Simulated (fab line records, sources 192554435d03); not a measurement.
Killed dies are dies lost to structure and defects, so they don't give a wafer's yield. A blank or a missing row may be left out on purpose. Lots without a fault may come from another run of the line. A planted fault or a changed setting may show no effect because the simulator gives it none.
Split-lot experiment | flow n5_finfet | 7 lots, 39 wafers read, on a route of 1938 steps

THE SPLIT
At N5_DUMMY_GATE_ETCH_37 (etches SOC in N2/H2, target depth 60 nm, overetch 30 nm), the setting source_w was moved away from the recipe's 840 W on 18 of the 39 wafers read, by -9.1% to +19.0%. The other wafers ran this setting at the recipe's value.

The reading is taken at the split's own step.

THE READING
rf_vpp_V, in V, at N5_DUMMY_GATE_ETCH_37 (etches SOC in N2/H2, target depth 60 nm, overetch 30 nm). Fault-free wafers of this fab line usually give 523.6 V, standard deviation 2.9 V.

wafer  | tool, chamber at the split | source_w as run, W | against the recipe | rf_vpp_V, V | against lot-mates on the recipe
L076.1 | rie_diel-03, 2             | 999.2              | +19.0%             | 493.8       | -27.8
L076.2 | rie_diel-03, 3             | 840                | recipe             | 519.8       | -
L076.3 | rie_diel-03, 1             | 999.2              | +19.0%             | 496.8       | -24.8
L076.4 | rie_diel-03, 0             | 999.2              | +19.0%             | 493.0       | -28.6
L076.5 | rie_diel-03, 3             | 840                | recipe             | 520.5       | -
L076.6 | rie_diel-03, 2             | 840                | recipe             | 524.5       | -
L079.3 | rie_diel-03, 0             | 840                | recipe             | 519.0       | -
L079.5 | rie_diel-03, 2             | 840                | recipe             | 522.4       | -
L079.6 | rie_diel-03, 3             | 840                | recipe             | 519.1       | -
L081.1 | rie_diel-03, 1             | 918                | +9.3%              | 511.0       | -10.2
L081.2 | rie_diel-03, 2             | 918                | +9.3%              | 507.9       | -13.3
L081.3 | rie_diel-03, 3             | 840                | recipe             | 520.1       | -
L081.4 | rie_diel-03, 0             | 840                | recipe             | 521.0       | -
L081.5 | rie_diel-03, 3             | 918                | +9.3%              | 504.7       | -16.5
L081.6 | rie_diel-03, 0             | 840                | recipe             | 522.6       | -
L085.1 | rie_diel-04, 3             | 840                | recipe             | 518.8       | -
L085.2 | rie_diel-04, 1             | 840                | recipe             | 526.8       | -
L085.3 | rie_diel-04, 2             | 840                | recipe             | 522.6       | -
L085.4 | rie_diel-04, 0             | 952.2              | +13.4%             | 504.5       | -18.2
L085.5 | rie_diel-04, 3             | 952.2              | +13.4%             | 499.1       | -23.6
L085.6 | rie_diel-04, 2             | 952.2              | +13.4%             | 501.6       | -21.1
L087.1 | rie_diel-01, 3             | 763.2              | -9.1%              | 540.0       | +14.8
L087.2 | rie_diel-01, 2             | 763.2              | -9.1%              | 540.0       | +14.8
L087.3 | rie_diel-01, 1             | 763.2              | -9.1%              | 543.4       | +18.2
L087.4 | rie_diel-01, 0             | 840                | recipe             | 527.4       | -
L087.5 | rie_diel-01, 1             | 840                | recipe             | 525.6       | -
L087.6 | rie_diel-01, 2             | 840                | recipe             | 522.6       | -
L093.1 | rie_diel-04, 1             | 840                | recipe             | 526.5       | -
L093.2 | rie_diel-04, 2             | 958.2              | +14.1%             | 500.9       | -23.5
L093.3 | rie_diel-04, 3             | 840                | recipe             | 521.0       | -
L093.4 | rie_diel-04, 1             | 840                | recipe             | 525.7       | -
L093.5 | rie_diel-04, 2             | 958.2              | +14.1%             | 499.6       | -24.8
L093.6 | rie_diel-04, 3             | 958.2              | +14.1%             | 498.6       | -25.8
L097.1 | rie_diel-03, 0             | 989.1              | +17.8%             | 492.3       | -32.7
L097.2 | rie_diel-03, 3             | 989.1              | +17.8%             | 500.2       | -24.8
L097.3 | rie_diel-03, 2             | 989.1              | +17.8%             | 495.5       | -29.5
L097.4 | rie_diel-03, 2             | 840                | recipe             | 523.2       | -
L097.5 | rie_diel-03, 3             | 840                | recipe             | 529.2       | -
L097.6 | rie_diel-03, 0             | 840                | recipe             | 522.7       | -

THE FIT
A straight line over all 39 wafers: rf_vpp_V changes by -1.61 V for each +1% of source_w; r = -0.98; the points scatter about the line by 2.9 V.
The same after taking each lot's own level away (the mean of its wafers on the recipe; 39 wafers): -1.59 V for each +1%; r = -0.98; scatter 2.6 V.
On that fit, the largest move of source_w shifts the reading by 30 V.
The lots' own levels span 520.17 to 525.20 V, that is 1.7 times the standard deviation above.
So the lot-to-lot level changes the slope little: the two slopes agree.
Check: with one of the wafers moved furthest among these (+19.0%) left out of the fit, the line predicts -30.1 V for it against its lot-mates. It came out at -27.8 V against them.
Tool readings at the split's step, against how far the setting was moved: rf_vpp_V r = -0.98.

OTHER SPLITS ON THESE WAFERS
These wafers also went through other splits before the reading. Each is held against what the fit with the lots' levels taken away leaves over:
other split on the same wafers    | wafers away from the commonest value | r with rf_vpp_V (lot level and that fit taken away)
N5_FIN_SAQP_SPACER1_ALD_24 temp_c | 18                                   | -0.10

THE WHOLE CHAIN: every reading that the file lists as answering this split, in the file's order
step                  | what it does                                            | reading                                                                             | change (the file's fit)                | r (the file's)
N5_DUMMY_GATE_ETCH_37 | etches SOC in N2/H2, target depth 60 nm, overetch 30 nm | rf_vpp_V                                                                            | -1.58 V for each +1% of the setting    | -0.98
N5_DUMMY_GATE_ETCH_37 | etches SOC in N2/H2, target depth 60 nm, overetch 30 nm | SiARC_of_DUMMY_GATE_COAT_35.thk_nm (the simulator's own value, which no gauge read) | -0.0246 nm for each +1% of the setting | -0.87

THE FILE'S OWN FIT
rf_vpp_V changes by -1.58 V for each +1% of source_w, r = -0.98.
